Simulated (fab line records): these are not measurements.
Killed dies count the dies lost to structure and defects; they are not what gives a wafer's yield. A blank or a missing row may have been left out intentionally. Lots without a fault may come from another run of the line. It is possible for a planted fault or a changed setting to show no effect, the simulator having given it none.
Check of tool commonality + flow nandHarc + Sampled: 12 lots, 36 wafers

REASON FOR OPENING
On 1 of the 12 lots, a flag is raised at NHARC_P_STI_CD_MEAS_09 on the reading cdNm. Wafers without a fault read 199 nm, standard deviation 3.4.
Rule: a lot is flagged when every wafer of it that has a number lies more than 4 standard deviations from that mean, or none has a number. The other lots count as sound.

| lot  | measured    | on       | cdNm (nm), wafer by wafer | flag    |
|------|-------------|----------|---------------------------|---------|
| L673 | day 3 18:21 | cdSem-02 | 203 202 199               |         |
| L674 | day 4 02:17 | cdSem-03 | 195 196 201               |         |
| L675 | day 4 12:31 | cdSem-02 | 194 202 197               |         |
| L676 | day 4 22:28 | cdSem-02 | 200 196 197               |         |
| L677 | day 5 07:20 | cdSem-01 | 204 201 195               |         |
| L679 | day 6 01:59 | cdSem-01 | 195 194 195               |         |
| L680 | day 6 13:34 | cdSem-01 | 204 201 201               |         |
| L682 | day 7 11:50 | cdSem-02 | 202 200 203               |         |
| L683 | day 7 21:36 | cdSem-01 | 200 205 202               |         |
| L684 | day 8 05:35 | cdSem-02 | 200 196 201               |         |
| L685 | day 8 16:11 | cdSem-02 | 221 214 215               | FLAGGED |
| L687 | day 9 13:34 | cdSem-02 | 203 200 195               |         |
The mean of the flagged lots' numbers is 217 nm, +18 nm from the usual (+5 standard deviations).

WHICH TOOL EACH LOT WENT THROUGH
Before the reading, the record contains 2 process steps out of a 1302-step route. Every cell lists first the tool, next ch and the chambers used by the sampled wafers, and last the start.
| lot  | flag    | NHARC_P_ZERO_WELL_ETCH_62                   | NHARC_P_STI_EXPOSE_06           |
|------|---------|---------------------------------------------|---------------------------------|
| L673 |         | rieDiel-12 ch 0,1,2, day 2 20:14 or earlier | krfScanner-04 ch 0, day 3 18:12 |
| L674 |         | rieDiel-05 ch 0,1, day 3 06:07 or earlier   | krfScanner-03 ch 0, day 4 02:08 |
| L675 |         | rieDiel-12 ch 1,2, day 3 16:16 or earlier   | krfScanner-03 ch 0, day 4 12:22 |
| L676 |         | rieDiel-05 ch 0,1, day 4 02:23 or earlier   | krfScanner-04 ch 0, day 4 22:19 |
| L677 |         | rieDiel-12 ch 0,1, day 4 12:04 or earlier   | krfScanner-03 ch 0, day 5 07:11 |
| L679 |         | rieDiel-05 ch 0,1,2, day 5 08:08 or earlier | krfScanner-04 ch 0, day 6 01:50 |
| L680 |         | rieDiel-12 ch 0,1,3, day 5 18:08 or earlier | krfScanner-04 ch 0, day 6 13:25 |
| L682 |         | rieDiel-05 ch 0,1,2, day 6 14:08 or earlier | krfScanner-03 ch 0, day 7 11:41 |
| L683 |         | rieDiel-12 ch 0,2,3, day 7 00:19 or earlier | krfScanner-01 ch 0, day 7 21:27 |
| L684 |         | rieDiel-06 ch 0,2, day 7 10:05 or earlier   | krfScanner-03 ch 0, day 8 05:26 |
| L685 | FLAGGED | rieDiel-12 ch 0,2, day 7 20:12 or earlier   | krfScanner-04 ch 0, day 8 16:02 |
| L687 |         | rieDiel-06 ch 0,2,3, day 8 16:01 or earlier | krfScanner-03 ch 0, day 9 13:25 |
What these steps do:
- NHARC_P_ZERO_WELL_ETCH_62: etches the open film in CHF3/Ar, target depth 13 nm, time 6.5 s.
- NHARC_P_STI_EXPOSE_06: exposes mask P STI, target cd 200 nm.
- NHARC_P_STI_CD_MEAS_09: target cd 200 nm.

FLAGGED OVER TOTAL, TOOL BY TOOL (the gauges that took the reading come last)
| step                      | tool          | lots run | flagged | share of the flagged lots | sound lots run after its first flagged lot |
|---------------------------|---------------|----------|---------|---------------------------|--------------------------------------------|
| NHARC_P_ZERO_WELL_ETCH_62 | rieDiel-05    | 4        | 0       | none                      | -                                          |
| NHARC_P_ZERO_WELL_ETCH_62 | rieDiel-06    | 2        | 0       | none                      | -                                          |
| NHARC_P_ZERO_WELL_ETCH_62 | rieDiel-12    | 6        | 1       | all                       | 0                                          |
| NHARC_P_STI_EXPOSE_06     | krfScanner-01 | 1        | 0       | none                      | -                                          |
| NHARC_P_STI_EXPOSE_06     | krfScanner-03 | 6        | 0       | none                      | -                                          |
| NHARC_P_STI_EXPOSE_06     | krfScanner-04 | 5        | 1       | all                       | 0                                          |
| NHARC_P_STI_CD_MEAS_09    | cdSem-01      | 4        | 0       | none                      | -                                          |
| NHARC_P_STI_CD_MEAS_09    | cdSem-02      | 7        | 1       | all                       | 1 (L687)                                   |
| NHARC_P_STI_CD_MEAS_09    | cdSem-03      | 1        | 0       | none                      | -                                          |
With no start given for some of its lots, NHARC_P_ZERO_WELL_ETCH_62 uses the hours and lot order of NHARC_P_ZERO_WELL_CD_MEAS_37.

WHAT IS ALLOWED BY THE TABLE
rieDiel-12 at NHARC_P_ZERO_WELL_ETCH_62, krfScanner-04 at NHARC_P_STI_EXPOSE_06 and cdSem-02 at NHARC_P_STI_CD_MEAS_09: these 3 rows of the table ran every flagged lot.
- rieDiel-12 at NHARC_P_ZERO_WELL_ETCH_62: 1 of its 6 lots flagged. It ran its last sound lot, L683, at day 7 00:19 and its first flagged lot, L685, at day 7 20:12: a fault with its onset between the two fits.
- krfScanner-04 at NHARC_P_STI_EXPOSE_06: 1 of its 5 lots flagged. It ran its last sound lot, L680, at day 6 13:25 and its first flagged lot, L685, at day 8 16:02: a fault with its onset between the two fits.
- cdSem-02 at NHARC_P_STI_CD_MEAS_09: 1 of its 7 lots flagged. After the first flagged lot (L687), sound lots still ran on it; a lasting fault on the whole tool would not permit that.
A lot count leaves these 2 tools indistinguishable: every one of them fits a fault beginning at some hour. More lots, or a look at what each step does to the wafer, might.

WHAT HAD BEEN PUT IN BY THE SIMULATOR
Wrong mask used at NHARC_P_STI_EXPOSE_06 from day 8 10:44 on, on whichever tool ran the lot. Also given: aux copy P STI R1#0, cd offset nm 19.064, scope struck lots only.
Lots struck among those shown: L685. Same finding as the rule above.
